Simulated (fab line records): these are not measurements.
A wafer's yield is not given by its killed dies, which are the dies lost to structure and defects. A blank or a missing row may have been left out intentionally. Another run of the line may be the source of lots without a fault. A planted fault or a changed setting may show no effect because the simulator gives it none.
Which tool is to blame? || flow n5 finfet || 24 lots, 72 wafers sampled, at 6 steps of a route of 1938

WHAT EACH GAUGE READ, for each wafer
N5_BEOL_M3_CD_MEAS_18: pitch 36 nm, target cd 18 nm.
{"lot": "L074", "measured": "day 7 01:58", "on": "cd sem-02", "cd nm (nm)": "18.3 18.2 17.4"}
{"lot": "L075", "measured": "day 7 14:32", "on": "cd sem-03", "cd nm (nm)": "17.9 18.7 18.1"}
{"lot": "L077", "measured": "day 7 15:59", "on": "cd sem-01", "cd nm (nm)": "17.3 17.4 17.9"}
{"lot": "L076", "measured": "day 8 04:40", "on": "cd sem-01", "cd nm (nm)": "18.7 18.4 18.2"}
{"lot": "L078", "measured": "day 8 07:20", "on": "cd sem-03", "cd nm (nm)": "18.3 17.4 17.8"}
{"lot": "L079", "measured": "day 8 08:17", "on": "cd sem-01", "cd nm (nm)": "18.1 17.7 18.0"}
{"lot": "L080", "measured": "day 8 10:56", "on": "cd sem-03", "cd nm (nm)": "18.0 18.3 18.2"}
{"lot": "L081", "measured": "day 8 15:22", "on": "cd sem-01", "cd nm (nm)": "18.1 17.5 18.3"}
{"lot": "L082", "measured": "day 9 05:44", "on": "cd sem-01", "cd nm (nm)": "17.6 17.9 17.7"}
{"lot": "L083", "measured": "day 9 05:54", "on": "cd sem-02", "cd nm (nm)": "17.4 17.9 17.4"}
{"lot": "L084", "measured": "day 9 13:07", "on": "cd sem-02", "cd nm (nm)": "18.6 18.2 18.3"}
{"lot": "L085", "measured": "day 10 09:25", "on": "cd sem-01", "cd nm (nm)": "18.3 18.1 18.3"}
{"lot": "L086", "measured": "day 10 11:46", "on": "cd sem-02", "cd nm (nm)": "17.5 18.0 18.1"}
{"lot": "L088", "measured": "day 10 22:55", "on": "cd sem-02", "cd nm (nm)": "18.1 18.1 17.9"}
{"lot": "L087", "measured": "day 11 11:58", "on": "cd sem-01", "cd nm (nm)": "18.4 17.8 17.3"}
{"lot": "L089", "measured": "day 11 16:30", "on": "cd sem-02", "cd nm (nm)": "17.3 17.6 17.3"}
{"lot": "L090", "measured": "day 11 16:43", "on": "cd sem-03", "cd nm (nm)": "18.4 18.2 18.2"}
{"lot": "L091", "measured": "day 11 23:43", "on": "cd sem-02", "cd nm (nm)": "18.0 17.5 17.7"}
{"lot": "L092", "measured": "day 12 05:22", "on": "cd sem-03", "cd nm (nm)": "18.3 18.3 17.9"}
{"lot": "L093", "measured": "day 12 19:07", "on": "cd sem-03", "cd nm (nm)": "16.5 17.3 17.0"}
{"lot": "L095", "measured": "day 12 14:54", "on": "cd sem-03", "cd nm (nm)": "18.0 17.1 17.6"}
{"lot": "L094", "measured": "day 13 02:31", "on": "cd sem-02", "cd nm (nm)": "18.5 18.7 18.5"}
{"lot": "L096", "measured": "day 13 07:26", "on": "cd sem-01", "cd nm (nm)": "18.1 18.5 17.5"}
{"lot": "L097", "measured": "day 13 00:38", "on": "cd sem-01", "cd nm (nm)": "17.6 18.1 17.4"}

EACH LOT AND THE TOOL THAT RAN IT (in order: tool; ch and the chambers of the sampled wafers; start)
{"lot": "L074", "N5_BEOL_M2_STRIP_19": "rie diel-04 ch 0,2, day 6 14:56", "N5_BEOL_M2_SURFACE_TREAT_85": "pvd sputter-01, day 6 21:07", "N5_BEOL_M2_ANNEAL_87": "pvd sputter-03, day 6 22:05", "N5_BEOL_M2_PRE_CLEAN_60": "cvd co-02 ch 0,1,2, day 6 23:56", "N5_BEOL_M3_HM_DEP_02": "pvd sputter-01, day 7 00:56"}
{"lot": "L075", "N5_BEOL_M2_STRIP_19": "rie diel-06 ch 0,1,2, day 7 02:01", "N5_BEOL_M2_SURFACE_TREAT_85": "pvd sputter-03, day 7 06:36", "N5_BEOL_M2_ANNEAL_87": "pvd sputter-01, day 7 09:04", "N5_BEOL_M2_PRE_CLEAN_60": "cvd co-01 ch 0,2, day 7 11:07", "N5_BEOL_M3_HM_DEP_02": "pvd sputter-01, day 7 13:16"}
{"lot": "L077", "N5_BEOL_M2_STRIP_19": "rie diel-06 ch 0,2,3, day 7 05:38", "N5_BEOL_M2_SURFACE_TREAT_85": "pvd sputter-03, day 7 10:59", "N5_BEOL_M2_ANNEAL_87": "pvd sputter-03, day 7 12:10", "N5_BEOL_M2_PRE_CLEAN_60": "cvd co-02 ch 0,2, day 7 14:00", "N5_BEOL_M3_HM_DEP_02": "pvd sputter-01, day 7 14:29"}
{"lot": "L076", "N5_BEOL_M2_STRIP_19": "rie diel-04 ch 0,1,2, day 7 15:03", "N5_BEOL_M2_SURFACE_TREAT_85": "pvd sputter-03, day 7 22:05", "N5_BEOL_M2_ANNEAL_87": "pvd sputter-03, day 7 23:02", "N5_BEOL_M2_PRE_CLEAN_60": "cvd co-02 ch 0,2, day 8 00:55", "N5_BEOL_M3_HM_DEP_02": "pvd sputter-03, day 8 03:43"}
{"lot": "L078", "N5_BEOL_M2_STRIP_19": "rie diel-04 ch 1,3, day 7 16:26", "N5_BEOL_M2_SURFACE_TREAT_85": "pvd sputter-02, day 8 01:20", "N5_BEOL_M2_ANNEAL_87": "pvd sputter-03, day 8 02:20", "N5_BEOL_M2_PRE_CLEAN_60": "cvd co-01 ch 1,2, day 8 04:12", "N5_BEOL_M3_HM_DEP_02": "pvd sputter-01, day 8 06:08"}
{"lot": "L079", "N5_BEOL_M2_STRIP_19": "rie diel-04 ch 1,3, day 7 17:55", "N5_BEOL_M2_SURFACE_TREAT_85": "pvd sputter-01, day 8 03:59", "N5_BEOL_M2_ANNEAL_87": "pvd sputter-01, day 8 04:58", "N5_BEOL_M2_PRE_CLEAN_60": "cvd co-01 ch 0,1, day 8 06:49", "N5_BEOL_M3_HM_DEP_02": "pvd sputter-03, day 8 07:19"}
{"lot": "L080", "N5_BEOL_M2_STRIP_19": "rie diel-05 ch 0,2,3, day 7 21:49", "N5_BEOL_M2_SURFACE_TREAT_85": "pvd sputter-03, day 8 04:52", "N5_BEOL_M2_ANNEAL_87": "pvd sputter-03, day 8 05:49", "N5_BEOL_M2_PRE_CLEAN_60": "cvd co-02 ch 0,2, day 8 07:40", "N5_BEOL_M3_HM_DEP_02": "pvd sputter-01, day 8 09:40"}
{"lot": "L081", "N5_BEOL_M2_STRIP_19": "rie diel-05 ch 1,2, day 8 06:20", "N5_BEOL_M2_SURFACE_TREAT_85": "pvd sputter-03, day 8 11:07", "N5_BEOL_M2_ANNEAL_87": "pvd sputter-03, day 8 12:05", "N5_BEOL_M2_PRE_CLEAN_60": "cvd co-01 ch 0,1,2, day 8 13:58", "N5_BEOL_M3_HM_DEP_02": "pvd sputter-01, day 8 14:25"}
{"lot": "L082", "N5_BEOL_M2_STRIP_19": "rie diel-05 ch 0,2,3, day 8 18:13", "N5_BEOL_M2_SURFACE_TREAT_85": "pvd sputter-02, day 9 00:40", "N5_BEOL_M2_ANNEAL_87": "pvd sputter-03, day 9 01:43", "N5_BEOL_M2_PRE_CLEAN_60": "cvd co-01 ch 0,1,2, day 9 03:40", "N5_BEOL_M3_HM_DEP_02": "pvd sputter-03, day 9 04:40"}
{"lot": "L083", "N5_BEOL_M2_STRIP_19": "rie diel-05 ch 0,2,3, day 8 19:02", "N5_BEOL_M2_SURFACE_TREAT_85": "pvd sputter-03, day 9 00:56", "N5_BEOL_M2_ANNEAL_87": "pvd sputter-01, day 9 01:57", "N5_BEOL_M2_PRE_CLEAN_60": "cvd co-01 ch 0,1,2, day 9 03:49", "N5_BEOL_M3_HM_DEP_02": "pvd sputter-02, day 9 04:52"}
{"lot": "L084", "N5_BEOL_M2_STRIP_19": "rie diel-05 ch 0,2, day 9 04:25", "N5_BEOL_M2_SURFACE_TREAT_85": "pvd sputter-02, day 9 07:44", "N5_BEOL_M2_ANNEAL_87": "pvd sputter-02, day 9 08:43", "N5_BEOL_M2_PRE_CLEAN_60": "cvd co-01 ch 0,1, day 9 10:38", "N5_BEOL_M3_HM_DEP_02": "pvd sputter-03, day 9 11:07"}
{"lot": "L085", "N5_BEOL_M2_STRIP_19": "rie diel-05 ch 0,2,3, day 9 11:08", "N5_BEOL_M2_SURFACE_TREAT_85": "pvd sputter-03, day 10 04:13", "N5_BEOL_M2_ANNEAL_87": "pvd sputter-03, day 10 05:14", "N5_BEOL_M2_PRE_CLEAN_60": "cvd co-01 ch 0,2, day 10 07:05", "N5_BEOL_M3_HM_DEP_02": "pvd sputter-01, day 10 08:25"}
{"lot": "L086", "N5_BEOL_M2_STRIP_19": "rie diel-05 ch 0,1, day 9 11:55", "N5_BEOL_M2_SURFACE_TREAT_85": "pvd sputter-03, day 10 04:26", "N5_BEOL_M2_ANNEAL_87": "pvd sputter-03, day 10 07:05", "N5_BEOL_M2_PRE_CLEAN_60": "cvd co-02 ch 0,2, day 10 09:01", "N5_BEOL_M3_HM_DEP_02": "pvd sputter-03, day 10 10:43"}
{"lot": "L088", "N5_BEOL_M2_STRIP_19": "rie diel-06 ch 1,2,3, day 10 09:38", "N5_BEOL_M2_SURFACE_TREAT_85": "pvd sputter-03, day 10 17:19", "N5_BEOL_M2_ANNEAL_87": "pvd sputter-03, day 10 18:32", "N5_BEOL_M2_PRE_CLEAN_60": "cvd co-02 ch 0,1,2, day 10 20:23", "N5_BEOL_M3_HM_DEP_02": "pvd sputter-03, day 10 21:50"}
{"lot": "L087", "N5_BEOL_M2_STRIP_19": "rie diel-06 ch 2,3, day 10 11:46", "N5_BEOL_M2_SURFACE_TREAT_85": "pvd sputter-02, day 11 07:05", "N5_BEOL_M2_ANNEAL_87": "pvd sputter-02, day 11 08:13", "N5_BEOL_M2_PRE_CLEAN_60": "cvd co-01 ch 1,2, day 11 10:03", "N5_BEOL_M3_HM_DEP_02": "pvd sputter-03, day 11 10:56"}
{"lot": "L089", "N5_BEOL_M2_STRIP_19": "rie diel-06 ch 0,2, day 10 15:01", "N5_BEOL_M2_SURFACE_TREAT_85": "pvd sputter-03, day 11 10:48", "N5_BEOL_M2_ANNEAL_87": "pvd sputter-02, day 11 11:47", "N5_BEOL_M2_PRE_CLEAN_60": "cvd co-01 ch 0,1,2, day 11 13:38", "N5_BEOL_M3_HM_DEP_02": "pvd sputter-02, day 11 15:25"}
{"lot": "L090", "N5_BEOL_M2_STRIP_19": "rie diel-04 ch 0,2, day 10 17:26", "N5_BEOL_M2_SURFACE_TREAT_85": "pvd sputter-03, day 11 11:10", "N5_BEOL_M2_ANNEAL_87": "pvd sputter-03, day 11 12:13", "N5_BEOL_M2_PRE_CLEAN_60": "cvd co-02 ch 0,1,2, day 11 14:05", "N5_BEOL_M3_HM_DEP_02": "pvd sputter-03, day 11 15:29"}
{"lot": "L091", "N5_BEOL_M2_STRIP_19": "rie diel-06 ch 0,1,3, day 11 05:53", "N5_BEOL_M2_SURFACE_TREAT_85": "pvd sputter-03, day 11 16:35", "N5_BEOL_M2_ANNEAL_87": "pvd sputter-02, day 11 18:58", "N5_BEOL_M2_PRE_CLEAN_60": "cvd co-01 ch 0,1, day 11 20:49", "N5_BEOL_M3_HM_DEP_02": "pvd sputter-03, day 11 22:38"}
{"lot": "L092", "N5_BEOL_M2_STRIP_19": "rie diel-05 ch 0,2, day 11 11:43", "N5_BEOL_M2_SURFACE_TREAT_85": "pvd sputter-02, day 11 23:20", "N5_BEOL_M2_ANNEAL_87": "pvd sputter-02, day 12 00:19", "N5_BEOL_M2_PRE_CLEAN_60": "cvd co-02 ch 1,2, day 12 02:10", "N5_BEOL_M3_HM_DEP_02": "pvd sputter-02, day 12 04:23"}
{"lot": "L093", "N5_BEOL_M2_STRIP_19": "rie diel-05 ch 1,2, day 11 22:13", "N5_BEOL_M2_SURFACE_TREAT_85": "pvd sputter-02, day 12 13:49", "N5_BEOL_M2_ANNEAL_87": "pvd sputter-02, day 12 14:48", "N5_BEOL_M2_PRE_CLEAN_60": "cvd co-02 ch 1,2, day 12 16:47", "N5_BEOL_M3_HM_DEP_02": "pvd sputter-01, day 12 17:50"}
{"lot": "L095", "N5_BEOL_M2_STRIP_19": "rie diel-04 ch 0,1,2, day 12 01:06", "N5_BEOL_M2_SURFACE_TREAT_85": "pvd sputter-01, day 12 08:49", "N5_BEOL_M2_ANNEAL_87": "pvd sputter-02, day 12 10:12", "N5_BEOL_M2_PRE_CLEAN_60": "cvd co-02 ch 1,2, day 12 12:03", "N5_BEOL_M3_HM_DEP_02": "pvd sputter-02, day 12 13:58"}
{"lot": "L094", "N5_BEOL_M2_STRIP_19": "rie diel-04 ch 0,1,2, day 12 05:12", "N5_BEOL_M2_SURFACE_TREAT_85": "pvd sputter-02, day 12 20:02", "N5_BEOL_M2_ANNEAL_87": "pvd sputter-02, day 12 21:02", "N5_BEOL_M2_PRE_CLEAN_60": "cvd co-01 ch 1,2, day 12 22:56", "N5_BEOL_M3_HM_DEP_02": "pvd sputter-02, day 13 01:34"}
{"lot": "L096", "N5_BEOL_M2_STRIP_19": "rie diel-05 ch 0,1,2, day 12 10:02", "N5_BEOL_M2_SURFACE_TREAT_85": "pvd sputter-01, day 12 23:37", "N5_BEOL_M2_ANNEAL_87": "pvd sputter-01, day 13 00:37", "N5_BEOL_M2_PRE_CLEAN_60": "cvd co-01 ch 0,1,2, day 13 02:41", "N5_BEOL_M3_HM_DEP_02": "pvd sputter-01, day 13 06:27"}
{"lot": "L097", "N5_BEOL_M2_STRIP_19": "rie diel-04 ch 0,1,2, day 12 11:49", "N5_BEOL_M2_SURFACE_TREAT_85": "pvd sputter-02, day 12 19:29", "N5_BEOL_M2_ANNEAL_87": "pvd sputter-03, day 12 20:28", "N5_BEOL_M2_PRE_CLEAN_60": "cvd co-02 ch 0,1, day 12 22:19", "N5_BEOL_M3_HM_DEP_02": "pvd sputter-01, day 12 23:41"}
- N5_BEOL_M2_STRIP_19: strips in O2.
- N5_BEOL_M2_SURFACE_TREAT_85
- N5_BEOL_M2_ANNEAL_87: time 240 s.
- N5_BEOL_M2_PRE_CLEAN_60: time 15 s.
- N5_BEOL_M3_HM_DEP_02: deposits TiN, target thk 20 nm.

AS READ BY THE TOOLS THEMSELVES (means over the sampled wafers that have a number; for cases with no such wafer, the mark the record gives instead)
N5_BEOL_M2_STRIP_19.
{"lot": "L074", "tool": "rie diel-04", "drypump motor current A (A)": 5.6, "oes product au (a.u.)": 0.78, "rf vpp V (V)": 3.7, "showerhead plenum p Torr (Torr)": 2.20, "throttle valve pct (%)": 16.87}
{"lot": "L075", "tool": "rie diel-06", "drypump motor current A (A)": 6.1, "oes product au (a.u.)": 0.78, "rf vpp V (V)": 3.1, "showerhead plenum p Torr (Torr)": 2.10, "throttle valve pct (%)": 16.64}
{"lot": "L077", "tool": "rie diel-06", "drypump motor current A (A)": 5.8, "oes product au (a.u.)": 0.87, "rf vpp V (V)": 3.7, "showerhead plenum p Torr (Torr)": 2.10, "throttle valve pct (%)": 16.50}
{"lot": "L076", "tool": "rie diel-04", "drypump motor current A (A)": 5.5, "oes product au (a.u.)": 0.74, "rf vpp V (V)": 4.1, "showerhead plenum p Torr (Torr)": 2.18, "throttle valve pct (%)": 16.90}
{"lot": "L078", "tool": "rie diel-04", "drypump motor current A (A)": 5.3, "oes product au (a.u.)": 0.73, "rf vpp V (V)": 3.5, "showerhead plenum p Torr (Torr)": 2.10, "throttle valve pct (%)": 16.89}
{"lot": "L079", "tool": "rie diel-04", "drypump motor current A (A)": 5.4, "oes product au (a.u.)": 0.72, "rf vpp V (V)": 3.7, "showerhead plenum p Torr (Torr)": 2.10, "throttle valve pct (%)": 16.88}
{"lot": "L080", "tool": "rie diel-05", "drypump motor current A (A)": 5.7, "oes product au (a.u.)": 0.79, "rf vpp V (V)": 3.6, "showerhead plenum p Torr (Torr)": 2.11, "throttle valve pct (%)": 16.67}
{"lot": "L081", "tool": "rie diel-05", "drypump motor current A (A)": 5.8, "oes product au (a.u.)": 0.81, "rf vpp V (V)": 3.2, "showerhead plenum p Torr (Torr)": 2.18, "throttle valve pct (%)": 16.55}
{"lot": "L082", "tool": "rie diel-05", "drypump motor current A (A)": 5.7, "oes product au (a.u.)": 0.79, "rf vpp V (V)": 3.7, "showerhead plenum p Torr (Torr)": 2.10, "throttle valve pct (%)": 16.69}
{"lot": "L083", "tool": "rie diel-05", "drypump motor current A (A)": 5.7, "oes product au (a.u.)": 0.79, "rf vpp V (V)": 3.8, "showerhead plenum p Torr (Torr)": 2.10, "throttle valve pct (%)": 16.68}
{"lot": "L084", "tool": "rie diel-05", "drypump motor current A (A)": 5.5, "oes product au (a.u.)": 0.81, "rf vpp V (V)": 4.2, "showerhead plenum p Torr (Torr)": 2.15, "throttle valve pct (%)": 16.65}
{"lot": "L085", "tool": "rie diel-05", "drypump motor current A (A)": 5.7, "oes product au (a.u.)": 0.79, "rf vpp V (V)": 3.2, "showerhead plenum p Torr (Torr)": 2.10, "throttle valve pct (%)": 16.70}
{"lot": "L086", "tool": "rie diel-05", "drypump motor current A (A)": 5.9, "oes product au (a.u.)": 0.89, "rf vpp V (V)": 3.7, "showerhead plenum p Torr (Torr)": 2.12, "throttle valve pct (%)": 16.44}
{"lot": "L088", "tool": "rie diel-06", "drypump motor current A (A)": 6.2, "oes product au (a.u.)": 0.89, "rf vpp V (V)": 3.3, "showerhead plenum p Torr (Torr)": 2.14, "throttle valve pct (%)": 16.36}
{"lot": "L087", "tool": "rie diel-06", "drypump motor current A (A)": 5.9, "oes product au (a.u.)": 0.87, "rf vpp V (V)": 3.8, "showerhead plenum p Torr (Torr)": 2.13, "throttle valve pct (%)": 16.36}
{"lot": "L089", "tool": "rie diel-06", "drypump motor current A (A)": 6.1, "oes product au (a.u.)": 0.81, "rf vpp V (V)": 3.7, "showerhead plenum p Torr (Torr)": 2.10, "throttle valve pct (%)": 16.63}
{"lot": "L090", "tool": "rie diel-04", "drypump motor current A (A)": 5.7, "oes product au (a.u.)": 0.84, "rf vpp V (V)": 3.7, "showerhead plenum p Torr (Torr)": 2.19, "throttle valve pct (%)": 16.74}
{"lot": "L091", "tool": "rie diel-06", "drypump motor current A (A)": 5.8, "oes product au (a.u.)": 0.82, "rf vpp V (V)": 3.4, "showerhead plenum p Torr (Torr)": 2.08, "throttle valve pct (%)": 16.45}
{"lot": "L092", "tool": "rie diel-05", "drypump motor current A (A)": 5.5, "oes product au (a.u.)": 0.82, "rf vpp V (V)": 3.7, "showerhead plenum p Torr (Torr)": 2.10, "throttle valve pct (%)": 16.64}
{"lot": "L093", "tool": "rie diel-05", "drypump motor current A (A)": 5.8, "oes product au (a.u.)": 0.78, "rf vpp V (V)": 3.6, "showerhead plenum p Torr (Torr)": 2.17, "throttle valve pct (%)": 16.63}
{"lot": "L095", "tool": "rie diel-04", "drypump motor current A (A)": 5.5, "oes product au (a.u.)": 0.88, "rf vpp V (V)": 3.6, "showerhead plenum p Torr (Torr)": 2.17, "throttle valve pct (%)": 16.63}
{"lot": "L094", "tool": "rie diel-04", "drypump motor current A (A)": 5.5, "oes product au (a.u.)": 0.87, "rf vpp V (V)": 3.7, "showerhead plenum p Torr (Torr)": 2.17, "throttle valve pct (%)": 16.63}
{"lot": "L096", "tool": "rie diel-05", "drypump motor current A (A)": 5.7, "oes product au (a.u.)": 0.81, "rf vpp V (V)": 3.8, "showerhead plenum p Torr (Torr)": 2.12, "throttle valve pct (%)": 16.59}
{"lot": "L097", "tool": "rie diel-04", "drypump motor current A (A)": 5.6, "oes product au (a.u.)": 0.87, "rf vpp V (V)": 3.6, "showerhead plenum p Torr (Torr)": 2.17, "throttle valve pct (%)": 16.65}

N5_BEOL_M2_SURFACE_TREAT_85.
{"lot": "L074", "tool": "pvd sputter-01", "ar flow sccm (sccm)": 30.04}
{"lot": "L075", "tool": "pvd sputter-03", "ar flow sccm (sccm)": 30.12}
{"lot": "L077", "tool": "pvd sputter-03", "ar flow sccm (sccm)": 30.01}
{"lot": "L076", "tool": "pvd sputter-03", "ar flow sccm (sccm)": 30.07}
{"lot": "L078", "tool": "pvd sputter-02", "ar flow sccm (sccm)": 29.92}
{"lot": "L079", "tool": "pvd sputter-01", "ar flow sccm (sccm)": 30.03}
{"lot": "L080", "tool": "pvd sputter-03", "ar flow sccm (sccm)": 29.97}
{"lot": "L081", "tool": "pvd sputter-03", "ar flow sccm (sccm)": 30.04}
{"lot": "L082", "tool": "pvd sputter-02", "ar flow sccm (sccm)": 29.94}
{"lot": "L083", "tool": "pvd sputter-03", "ar flow sccm (sccm)": 30.09}
{"lot": "L084", "tool": "pvd sputter-02", "ar flow sccm (sccm)": 29.93}
{"lot": "L085", "tool": "pvd sputter-03", "ar flow sccm (sccm)": 30.03}
{"lot": "L086", "tool": "pvd sputter-03", "ar flow sccm (sccm)": 29.98}
{"lot": "L088", "tool": "pvd sputter-03", "ar flow sccm (sccm)": 30.02}
{"lot": "L087", "tool": "pvd sputter-02", "ar flow sccm (sccm)": 30.05}
{"lot": "L089", "tool": "pvd sputter-03", "ar flow sccm (sccm)": 30.01}
{"lot": "L090", "tool": "pvd sputter-03", "ar flow sccm (sccm)": 30.11}
{"lot": "L091", "tool": "pvd sputter-03", "ar flow sccm (sccm)": 29.98}
{"lot": "L092", "tool": "pvd sputter-02", "ar flow sccm (sccm)": 30.03}
{"lot": "L093", "tool": "pvd sputter-02", "ar flow sccm (sccm)": 30.04}
{"lot": "L095", "tool": "pvd sputter-01", "ar flow sccm (sccm)": 30.05}
{"lot": "L094", "tool": "pvd sputter-02", "ar flow sccm (sccm)": 29.99}
{"lot": "L096", "tool": "pvd sputter-01", "ar flow sccm (sccm)": 29.96}
{"lot": "L097", "tool": "pvd sputter-02", "ar flow sccm (sccm)": 29.93}

N5_BEOL_M2_ANNEAL_87.
{"lot": "L074", "tool": "pvd sputter-03", "heater power w (W)": 816}
{"lot": "L075", "tool": "pvd sputter-01", "heater power w (W)": 778}
{"lot": "L077", "tool": "pvd sputter-03", "heater power w (W)": 818}
{"lot": "L076", "tool": "pvd sputter-03", "heater power w (W)": 817}
{"lot": "L078", "tool": "pvd sputter-03", "heater power w (W)": 816}
{"lot": "L079", "tool": "pvd sputter-01", "heater power w (W)": 788}
{"lot": "L080", "tool": "pvd sputter-03", "heater power w (W)": 807}
{"lot": "L081", "tool": "pvd sputter-03", "heater power w (W)": 822}
{"lot": "L082", "tool": "pvd sputter-03", "heater power w (W)": 850}
{"lot": "L083", "tool": "pvd sputter-01", "heater power w (W)": 789}
{"lot": "L084", "tool": "pvd sputter-02", "heater power w (W)": 888}
{"lot": "L085", "tool": "pvd sputter-03", "heater power w (W)": 822}
{"lot": "L086", "tool": "pvd sputter-03", "heater power w (W)": 841}
{"lot": "L088", "tool": "pvd sputter-03", "heater power w (W)": 815}
{"lot": "L087", "tool": "pvd sputter-02", "heater power w (W)": 842}
{"lot": "L089", "tool": "pvd sputter-02", "heater power w (W)": 890}
{"lot": "L090", "tool": "pvd sputter-03", "heater power w (W)": 813}
{"lot": "L091", "tool": "pvd sputter-02", "heater power w (W)": 822}
{"lot": "L092", "tool": "pvd sputter-02", "heater power w (W)": 828}
{"lot": "L093", "tool": "pvd sputter-02", "heater power w (W)": 837}
{"lot": "L095", "tool": "pvd sputter-02", "heater power w (W)": 820}
{"lot": "L094", "tool": "pvd sputter-02", "heater power w (W)": 832}
{"lot": "L096", "tool": "pvd sputter-01", "heater power w (W)": 768}
{"lot": "L097", "tool": "pvd sputter-03", "heater power w (W)": 819}

N5_BEOL_M2_PRE_CLEAN_60.
{"lot": "L074", "tool": "cvd co-02", "heater power w (W)": 85}
{"lot": "L075", "tool": "cvd co-01", "heater power w (W)": 104}
{"lot": "L077", "tool": "cvd co-02", "heater power w (W)": 105}
{"lot": "L076", "tool": "cvd co-02", "heater power w (W)": 107}
{"lot": "L078", "tool": "cvd co-01", "heater power w (W)": 92}
{"lot": "L079", "tool": "cvd co-01", "heater power w (W)": 80}
{"lot": "L080", "tool": "cvd co-02", "heater power w (W)": 106}
{"lot": "L081", "tool": "cvd co-01", "heater power w (W)": 92}
{"lot": "L082", "tool": "cvd co-01", "heater power w (W)": 91}
{"lot": "L083", "tool": "cvd co-01", "heater power w (W)": 93}
{"lot": "L084", "tool": "cvd co-01", "heater power w (W)": 93}
{"lot": "L085", "tool": "cvd co-01", "heater power w (W)": 105}
{"lot": "L086", "tool": "cvd co-02", "heater power w (W)": 107}
{"lot": "L088", "tool": "cvd co-02", "heater power w (W)": 87}
{"lot": "L087", "tool": "cvd co-01", "heater power w (W)": 95}
{"lot": "L089", "tool": "cvd co-01", "heater power w (W)": 94}
{"lot": "L090", "tool": "cvd co-02", "heater power w (W)": 89}
{"lot": "L091", "tool": "cvd co-01", "heater power w (W)": 92}
{"lot": "L092", "tool": "cvd co-02", "heater power w (W)": 68}
{"lot": "L093", "tool": "cvd co-02", "heater power w (W)": 70}
{"lot": "L095", "tool": "cvd co-02", "heater power w (W)": 78}
{"lot": "L094", "tool": "cvd co-01", "heater power w (W)": 95}
{"lot": "L096", "tool": "cvd co-01", "heater power w (W)": 95}
{"lot": "L097", "tool": "cvd co-02", "heater power w (W)": 97}

N5_BEOL_M3_HM_DEP_02.
{"lot": "L074", "tool": "pvd sputter-01", "throttle valve pct (%)": 30.7}
{"lot": "L075", "tool": "pvd sputter-01", "throttle valve pct (%)": 30.8}
{"lot": "L077", "tool": "pvd sputter-01", "throttle valve pct (%)": 30.6}
{"lot": "L076", "tool": "pvd sputter-03", "throttle valve pct (%)": 30.2}
{"lot": "L078", "tool": "pvd sputter-01", "throttle valve pct (%)": 29.9}
{"lot": "L079", "tool": "pvd sputter-03", "throttle valve pct (%)": 29.8}
{"lot": "L080", "tool": "pvd sputter-01", "throttle valve pct (%)": 29.9}
{"lot": "L081", "tool": "pvd sputter-01", "throttle valve pct (%)": 30.7}
{"lot": "L082", "tool": "pvd sputter-03", "throttle valve pct (%)": 30.2}
{"lot": "L083", "tool": "pvd sputter-02", "throttle valve pct (%)": 29.9}
{"lot": "L084", "tool": "pvd sputter-03", "throttle valve pct (%)": 30.3}
{"lot": "L085", "tool": "pvd sputter-01", "throttle valve pct (%)": 29.7}
{"lot": "L086", "tool": "pvd sputter-03", "throttle valve pct (%)": 30.6}
{"lot": "L088", "tool": "pvd sputter-03", "throttle valve pct (%)": 29.8}
{"lot": "L087", "tool": "pvd sputter-03", "throttle valve pct (%)": 30.4}
{"lot": "L089", "tool": "pvd sputter-02", "throttle valve pct (%)": 30.5}
{"lot": "L090", "tool": "pvd sputter-03", "throttle valve pct (%)": 30.3}
{"lot": "L091", "tool": "pvd sputter-03", "throttle valve pct (%)": 30.5}
{"lot": "L092", "tool": "pvd sputter-02", "throttle valve pct (%)": 30.5}
{"lot": "L093", "tool": "pvd sputter-01", "throttle valve pct (%)": 30.8}
{"lot": "L095", "tool": "pvd sputter-02", "throttle valve pct (%)": 30.5}
{"lot": "L094", "tool": "pvd sputter-02", "throttle valve pct (%)": 31.0}
{"lot": "L096", "tool": "pvd sputter-01", "throttle valve pct (%)": 30.2}
{"lot": "L097", "tool": "pvd sputter-01", "throttle valve pct (%)": 29.1}

THE ANSWER, worked out from the rows above alone
Rule: the lots themselves supply what counts as usual. The widest of any qualifying gaps counts: lots, ordered by their means at a reading, are off when they make up no more than a third of the lots, leave a main group of 4 or more, and stand apart from it by 3 or more times the standard deviation of that group's means. If all means in a main group match to the digits the tables above print for the reading, that group is not used. A lot without any number at a reading at which 4 lots or more have one is off too. Where the step has rows for the other lots, those lots are counted as sound. The gauges are gone through in route order, then the tools' own readings, and for those a lot's mean is taken as printed above. The first step at which some lot is off is used, and at that step the reading that is off furthest; a lot without a number counts as furthest.
Nothing can be told from this: no lot is off at any reading shown.

WHAT WAS PUT IN BY THE SIMULATOR
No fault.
